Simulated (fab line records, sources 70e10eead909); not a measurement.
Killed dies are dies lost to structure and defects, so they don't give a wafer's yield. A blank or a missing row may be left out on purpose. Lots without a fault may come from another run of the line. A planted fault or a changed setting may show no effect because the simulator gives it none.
A struck lot beside a sound one | flow nand_harc | 14 steps out of a route of 1302
Sound: wafers L675.1, L675.2, L675.5. Struck: wafers L667.5, L667.6. The cause comes at the end.
At each step with rows: each side's tool, then ch and its chambers, then its first start. Under that, the readings that differ: sound wafers | struck wafers | difference of the means | sigmas: that difference in standard deviations of wafers without a fault.
alike: readings whose means differ by less than 2 such deviations, and words and numbers that are the same on both sides. not compared: withheld readings, readings that some wafer has no value for, bounds like >300 that may hide the same value, and numbers for which the record gives no deviation and whose values overlap.
The two part at a step that has a row with sigmas, a row that says differs or no value, or rows on one side only. Numbers that don't overlap but have no deviation are shown without sigmas and don't part them. A reading that every wafer of one side lacks parts them only if that side has two wafers or more.

first, 7 steps without rows for these wafers: NHARC_A_STAIRCASE_COAT_178; NHARC_A_STAIRCASE_SOFTBAKE_179 (time 170 s); NHARC_A_STAIRCASE_EBR_180; NHARC_A_STAIRCASE_EXPOSE_181 (exposes mask STAIR 2); NHARC_A_STAIRCASE_PEB_182 (peb time 130 s); NHARC_A_STAIRCASE_DEVELOP_183 (time 140 s); NHARC_A_STAIRCASE_HARDBAKE_185 (time 140 s).
NHARC_A_STAIRCASE_DESCUM_186: chemistry O2, time 3 s.
  sound on rie_diel-04 ch 1,3, day 23 04:07; struck on rie_diel-04 ch 2,3, day 19 14:23
  alike: drypump_motor_current_A, oes_product_au, rf_vpp_V, showerhead_plenum_p_Torr, throttle_valve_pct
  not compared: rf_hours_counter_h
NHARC_A_STAIRCASE_TRIM_187: chemistry O2, time 211.2 s.
  sound on rie_diel-04 ch 1,2,3, day 23 04:13; struck on rie_diel-04 ch 0,3, day 19 14:30
  alike: drypump_motor_current_A, oes_product_au, rf_vpp_V, showerhead_plenum_p_Torr, throttle_valve_pct
  not compared: rf_hours_counter_h
NHARC_A_STAIRCASE_ETCH_188: etches the open film in C4F8/O2, target depth 100 nm, time 40.5 s.
  sound on rie_diel-04 ch 0,1,2; struck on rie_diel-04 ch 0,1
  alike: oes_product_au, rf_vpp_V, run_length_s
  not compared: rf_hours_counter_h
NHARC_A_STAIRCASE_TRIM_189: chemistry O2, time 211.2 s.
  sound on rie_diel-07 ch 2,3, day 23 04:25; struck on rie_diel-04 ch 0,3
  alike: drypump_motor_current_A, oes_product_au, rf_vpp_V, showerhead_plenum_p_Torr, throttle_valve_pct
  not compared: rf_hours_counter_h
NHARC_A_STAIRCASE_ETCH_190: etches the open film in C4F8/O2, target depth 100 nm, time 40.5 s.
  sound on rie_diel-10 ch 1,2, day 23 04:35; struck on rie_diel-04 ch 0,3, day 19 14:51
  reading               | sound             | struck      | difference | sigmas
  oes_product_au (a.u.) | 0.996 0.995 1.001 | 0.932 0.927 | -0.068     | -5
  rf_vpp_V (V)          | 892 887 891       | 905 900     | +12        | +2
  run_length_s (s)      | 62.3 62.6 62.4    | 50.6 50.5   | -11.9      | -30
  not compared: rf_hours_counter_h
NHARC_A_STAIRCASE_TRIM_191: chemistry O2, time 211.2 s.
  sound on rie_diel-10 ch 0,1; struck on rie_diel-04 ch 0,1
  alike: drypump_motor_current_A, oes_product_au, rf_vpp_V, showerhead_plenum_p_Torr, throttle_valve_pct
  not compared: rf_hours_counter_h
-- the record jumps here: 9 days lie between the struck wafers' starts before and after (it left off in module A_STAIRCASE and takes up again in module END, whose first step shown is number 1302 of the route) --
NHARC_END_SORT_01:
  sound on prober-02 ch 0, day 31 14:47; struck on prober-02 ch 0, day 28 08:28
  reading         | sound    | struck  | difference | sigmas
  killed_at_array | 24 41 34 | 632 602 | +584       | +36
  killed_dies     | 29 44 37 | 632 602 | +580       | +36
  alike: killed_at_other, killed_at_periphery, killed_open, killed_short

WHERE THEY PART
First at NHARC_A_STAIRCASE_ETCH_190; last, within this record, at NHARC_END_SORT_01.

WHY: what the simulator had put in
Process parameter drift: rie_diel-04, from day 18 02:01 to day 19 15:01, at NHARC_A_STAIRCASE_ETCH_190. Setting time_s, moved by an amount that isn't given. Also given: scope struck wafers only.
